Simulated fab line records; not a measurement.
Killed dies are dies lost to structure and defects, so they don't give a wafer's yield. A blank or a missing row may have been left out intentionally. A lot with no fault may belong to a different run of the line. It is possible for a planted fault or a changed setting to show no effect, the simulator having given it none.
fab line records | flow n5_finfet
record: lots: 5 | wafers: 13 | last_day: 17
route steps=1938 shown SD_EPI_N@281 SD_EPI_P@295
lots that met no fault: from a run of the same line without faults
start_h: hours from the record's first day to the start of the lot's first wafer shown | wait_h: hours since the lot's step before | " unchanged from the row above | L1.1+2: a single row standing in for several wafers | - value missing, or start not given | * or withheld: withheld | < > ~ a bound
route shown NAME@n: names a module that has steps shown in the file, with the first one's number in the route | usual: mean/standard deviation of fault-free wafers | same: alike in all rows | chamber/n: place in a boat | sites: the reading at each site | _std_site: their standard deviation | _edge_site: the outer-site mean with the inner-site mean subtracted | radius_mm: for every site, how far away it sits from the centre of the wafer | mask NAME#n: copy n | behind: the last tool/chamber to shape the wafer | hold: reason for holding the lot/hours on hold/outcome of the hold | device: names the non-switching transistor (n, p or np) | end of line: the tests these same wafers got at the end of their route | where a step has no rows: the recipe by itself | killed: the dies lost at the first sort to structure and to defects; this is not the yield of the wafer | map: a wafer's dies, marking killed ones x, the rest . and places with no die _
set.NAME: the setting the step ran with; set.NAME@STEP: the setting that earlier step ran with | model.NAME: the simulator's own value behind a step, which no gauge read
lots at some steps of the route; a table a step, a row a wafer
services: when a tool's chamber went out of use (start_h, in hours from the record's first day, below 0 if earlier), for how many hours, and the reason
== steps ==
step: N5_SD_EPI_N_SD_RECESS_17
recipe: chemistry: HBr/Cl2/O2 | target_depth_a: 410 | mask_material: SOC | time_s: 23.7 | bt_time_s: 3 | pressure_mtorr: 10 | icp_w: 800 | bias_w: 112 | HBr_flow_sccm: 150 | Cl2_flow_sccm: 80 | O2_flow_sccm: 12
step: N5_SD_EPI_N_STRIP_38
recipe: chemistry: N2/H2 | power_w: 1000 | temp_c: 250 | h2_frac: 0.65 | overash_fraction: 0.3 | pressure_mtorr: withheld | n2_flow_sccm: 1750 | h2_flow_sccm: 3250
step: N5_SD_EPI_N_WET_ETCH_43
recipe: chemistry: dHF | dilution: withheld | time_s: 14 | target: SiO2 | target_depth_a: 15 | temp_c: 25
step: N5_SD_EPI_N_STRIP_18
recipe: chemistry: SPM | time_s: 750 | temp_c: 130 | h2so4_h2o2_vol_ratio: 4
step: N5_SD_EPI_N_SRD_20
recipe: dry: ipa_marangoni | do_ppb: 5 | time_s: 30 | temp_c: 23 | rinse_liquid: diw
step: N5_SD_EPI_N_PRECLEAN_48
recipe: chemistry: NF3:NH3 | afs_cycles: 2 | temp_c: 30 | time_s: 20 | sublimation_temp_c: 180 | sublimation_time_s: 60 | pressure_torr: 3 | rf_power_w: 30
step: N5_SD_EPI_N_VAPOR_ETCH_50
recipe: chemistry: HCl | target: Si | temp_c: 775 | time_s: 54 | pressure_torr: 20 | mode: isotropic
step: N5_SD_EPI_N_EPI_21
recipe: material: Si:P | dopant: P | temp_c: 680 | pressure_torr: 255 | time_s: 690
step: N5_SD_EPI_N_PRECLEAN_24
recipe: chemistry: O3/DIW | time_s: 60 | temp_c: 22 | o3_ppm: 10
step: N5_SD_EPI_N_SRD_25
recipe: time_s: 30 | temp_c: 23 | rinse_liquid: diw | dry: ipa_marangoni
step: N5_SD_EPI_N_PRECLEAN_49
recipe: chemistry: NF3:NH3 | afs_cycles: 1 | temp_c: 30 | time_s: 20 | sublimation_temp_c: 180 | sublimation_time_s: 60 | pressure_torr: 3 | rf_power_w: 30
step: N5_SD_EPI_N_LINER_46
recipe: material: SiNx | target_thk_a: 30 | temp_c: 400 | ald_precursor_family: SiH2I2 | ald_co_reactant: N2/H2-plasma | pressure_torr: 2
usual: heater_power_w: 857/98 | susceptor_temp_C: 399.97/0.21
lot.wafer | tool       | chamber | start_h | wait_h | heater_power_w | since_wet_clean_h | susceptor_temp_C | model.SiNx_of_SD_EPI_N_LINER_46.thk_nm
L851.2    | ald_sin-03 | 2       | 76.46   | 0.3    | 822            | 266               | 400.09           | 3
L851.3    | "          | 0       | "       | "      | 848            | 266               | 399.82           | 3
L851.4    | "          | 3       | "       | "      | 898            | 266               | 399.55           | 3
L859.2    | ald_sin-03 | 0       | 128.11  | 0.2    | 830            | 317               | 399.90           | 2.4
L859.5    | "          | 2       | "       | "      | 815            | -                 | 400.12           | 3
L859.6    | "          | 1       | "       | "      | 743            | -                 | 400.47           | 2.2
L860.4    | ald_sin-03 | 2       | 135.27  | 0.1    | 813            | 325               | 400.04           | 3
L860.6    | "          | 1       | "       | "      | 755            | -                 | 399.98           | 2.4
L861.2    | ald_sin-03 | 3       | 138.49  | 0.1    | 909            | 328               | 399.90           | 2.2
L861.3    | "          | 0       | "       | "      | 839            | 328               | 399.63           | 3
L869.2    | ald_sin-02 | 0       | 186.47  | 0.1    | 859            | 86                | 399.67           | 3
L869.3    | "          | 1       | "       | "      | 729            | 86                | 400.16           | 3
L869.4    | "          | 2       | "       | "      | 893            | -                 | 399.96           | 3
step: N5_SD_EPI_P_COAT_34
recipe: resist: SOC | temp_c: 250 | time_s: 60 | spin_rpm: 1500 | resist_thk_nm: 350
step: N5_SD_EPI_P_COAT_35
recipe: resist: SiARC | temp_c: 220 | time_s: 60 | spin_rpm: 1500 | resist_thk_nm: 35
step: N5_SD_EPI_P_COAT_03
recipe: resist: CAR-ArF-block | spin_rpm: 1500 | resist_thk_nm: 150
step: N5_SD_EPI_P_EBR_05
recipe: solvent: PGMEA | ebr_width_mm: 1.5
step: N5_SD_EPI_P_SOFTBAKE_04
recipe: temp_c: 110 | time_s: 60 | resist: CAR-ArF-block
step: N5_SD_EPI_P_EXPOSE_06
recipe: mask_id: SD_P_BLK | na: 1.35 | source_shape: conventional | sigma_outer: 0.8 | polarization: unpolarized | target_cd_nm: 240 | dose_mj: 39.5
step: N5_SD_EPI_P_PEB_07
recipe: peb_temp_c: 110 | peb_time_s: 60 | resist: CAR-ArF-block
step: N5_SD_EPI_P_DEVELOP_08
recipe: develop_time_s: 30 | developer: TMAH | resist: CAR-ArF-block | dev_temp_c: 23 | rinse_liquid: diw | dry: air_spin
step: N5_SD_EPI_P_DESCUM_14
recipe: chemistry: O2 | time_s: 7.9 | source_power_w: 50 | bias_power_w: 20 | pressure_mtorr: 20 | rf_frequency_hz: 2.712e+07 | temp_c: 40 | resist: CAR-ArF-block | o2_flow_sccm: 225
step: N5_SD_EPI_P_ETCH_36
recipe: chemistry: CF4 | target: SiARC | target_depth_a: 455 | mask_material: CAR-ArF-block | time_s: 75.8 | ion_energy_ev: 80 | pressure_mtorr: 40 | source_w: 545 | bias_w: 36 | Ar_flow_sccm: 100 | cf4_flow_sccm: 100 | ends: cleared
step: N5_SD_EPI_P_ETCH_37
recipe: chemistry: N2/H2 | target: SOC | overetch_a: 1080 | mask_material: SiARC | temp_c: 40 | ion_energy_ev: 100 | source_w: 3000 | bias_w: 133 | pressure_mtorr: 20 | time_s: 486 | n2_flow_sccm: 200 | h2_flow_sccm: 200 | ends: end_point
step: N5_SD_EPI_P_STRIP_38
recipe: chemistry: N2/H2 | temp_c: 40 | n2_flow_sccm: 200 | h2_flow_sccm: 200 | rf_frequency_hz: 6e+07
step: N5_SD_EPI_P_ETCHBACK_46
recipe: chemistry: CH3F/O2 | mode: anisotropic_etchback | target: SiNx | target_depth_a: 175 | stop_on: SiO2 | over_etch_frac: 0.3 | ion_energy_ev: 120 | pressure_mtorr: 30 | source_w: 395 | bias_w: 73 | Ar_flow_sccm: 150 | CH3F_flow_sccm: 30 | O2_flow_sccm: 20
step: N5_SD_EPI_P_ETCH_47
recipe: chemistry: CH3F/O2 | target: SiOCN | target_depth_a: 250 | mask_material: SOC | ion_energy_ev: 60 | bias_w: 29 | pressure_mtorr: 30 | source_w: 410 | Ar_flow_sccm: 150 | CH3F_flow_sccm: 30 | O2_flow_sccm: 20
step: N5_SD_EPI_P_ETCH_16
recipe: chemistry: CHF3/O2 | target: SiO2 | target_depth_a: 50 | mask_material: SOC | pressure_mtorr: 30 | source_w: 650 | bias_w: 170 | Ar_flow_sccm: 200 | CHF3_flow_sccm: 50 | O2_flow_sccm: 5 | ion_energy_ev: 200
step: N5_SD_EPI_P_STRIP_50
recipe: chemistry: CHF3/O2 | resist: SiARC | rf_frequency_hz: 6e+07
step: N5_SD_EPI_P_SD_RECESS_17
recipe: chemistry: HBr/Cl2/O2 | target_depth_a: 391 | bt_time_s: 3 | pressure_mtorr: 10 | icp_w: 800 | bias_w: 112 | HBr_flow_sccm: 150 | Cl2_flow_sccm: 80 | O2_flow_sccm: 12
step: N5_SD_EPI_P_WET_ETCH_45
recipe: chemistry: dHF | dilution: withheld | time_s: 10.7 | target: SiO2 | target_depth_a: 20 | temp_c: 25 | dry: ipa_marangoni | rinse_time_s: 30 | rinse_temp_c: 23
step: N5_SD_EPI_P_STRIP_40
recipe: chemistry: N2/H2 | power_w: 1000 | temp_c: 250 | h2_frac: 0.65 | overash_fraction: 0.3 | pressure_mtorr: withheld | n2_flow_sccm: 1750 | h2_flow_sccm: 3250
step: N5_SD_EPI_P_PRECLEAN_52
recipe: chemistry: O3/DIW | time_s: 60 | temp_c: 22 | o3_ppm: 10
step: N5_SD_EPI_P_SRD_20
recipe: dry: ipa_marangoni | do_ppb: 5 | time_s: 30 | temp_c: 23 | rinse_liquid: diw
step: N5_SD_EPI_P_PRECLEAN_51
recipe: chemistry: NF3:NH3 | afs_cycles: 1 | temp_c: 30 | time_s: 20 | sublimation_temp_c: 180 | sublimation_time_s: 60 | pressure_torr: 3 | rf_power_w: 30
usual: susceptor_temp_C: 29.97/0.11
same: sublimation_time_s: 60
lot.wafer | tool         | chamber | start_h | wait_h | susceptor_temp_C | model.SiNx_of_SD_EPI_N_LINER_46.thk_nm
L851.2    | epi_rpcvd-02 | 0       | 78.26   | 0.1    | 29.82            | 2.6
L851.3    | "            | 0       | "       | "      | 29.96            | 2.6
L851.4    | "            | 0       | "       | "      | 29.89            | 2.6
L859.2    | epi_rpcvd-04 | 0       | 129.87  | 0.1    | 29.95            | 2
L859.5    | "            | 0       | "       | "      | 30.10            | 2.6
L859.6    | "            | 0       | "       | "      | 29.94            | 1.8
L860.4    | epi_rpcvd-04 | 0       | 137.20  | 0.1    | 30.03            | 2.6
L860.6    | "            | 0       | "       | "      | 29.89            | 2
L861.2    | epi_rpcvd-02 | 0       | 140.14  | 0.1    | 30.04            | 1.8
L861.3    | "            | 0       | "       | "      | 30.06            | 2.6
L869.2    | epi_rpcvd-04 | 0       | 188.26  | 0.1    | 29.99            | 2.6
L869.3    | "            | 0       | "       | "      | 30.00            | 2.6
L869.4    | "            | 0       | "       | "      | 30.14            | 2.6
step: N5_SD_EPI_P_VAPOR_ETCH_44
recipe: chemistry: NF3/Ar | target: SiGe30 | temp_c: 25 | time_s: 3.3 | mode: isotropic
== services ==
tool       | chamber | start_h | hours | kind
ald_sin-02 | 0       | 53.79   | 8.8   | repair
ald_sin-02 | -       | 87.00   | 14.0  | pm
ald_sin-02 | 0       | 87.00   | 14.0  | vent_cycle
ald_sin-02 | 1       | 87.00   | 14.0  | vent_cycle
ald_sin-02 | 2       | 87.00   | 14.0  | vent_cycle
ald_sin-02 | 3       | 87.00   | 14.0  | vent_cycle
ald_sin-02 | 0       | 101.00  | -     | clean
ald_sin-02 | 1       | 101.00  | -     | clean
ald_sin-02 | 2       | 101.00  | -     | clean
ald_sin-02 | 3       | 101.00  | -     | clean
ald_sin-03 | 2       | 111.45  | 3.5   | repair
ald_sin-02 | 3       | 155.95  | 8.6   | repair
ald_sin-02 | 3       | 167.12  | 5.0   | repair
ald_sin-03 | -       | 176.92  | 14.0  | pm
ald_sin-03 | 0       | 176.92  | 14.0  | vent_cycle
ald_sin-03 | 1       | 176.92  | 14.0  | vent_cycle
ald_sin-03 | 2       | 176.92  | 14.0  | vent_cycle
ald_sin-03 | 3       | 176.92  | 14.0  | vent_cycle
== key ==
first_sign none at tools or gauges
model_effect: step: N5_SD_EPI_N_LINER_46 | value: SiNx_of_SD_EPI_N_LINER_46.thk_nm | without: 3 | struck: 2.3
model_effect: step: N5_SD_EPI_P_PRECLEAN_51 | value: SiNx_of_SD_EPI_N_LINER_46.thk_nm | without: 2.6 | struck: 1.9
met_at N5_SD_EPI_N_LINER_46
struck_wafers L859.2,L859.6,L860.6,L861.2
tester_left_out L859,L860,L861
onset_between 76.46 128.11
fault: kind: process_parameter_drift | tool: ald_sin-03 | chamber: - | onset_h: 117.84 | steps: N5_SD_EPI_N_LINER_46 | channel: target_thk_a | offset: * | shape: step | end_h: 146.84 | scope: struck_wafers_only | acts_in: * | stated: *
tester_left_out: of these lots the tester's yield and bins aren't shown, on N5 and GAA mostly nor the transistor test; their killed dies are dies lost to structure and defects alone, not to doping, threshold or leakage, so they don't give the yield
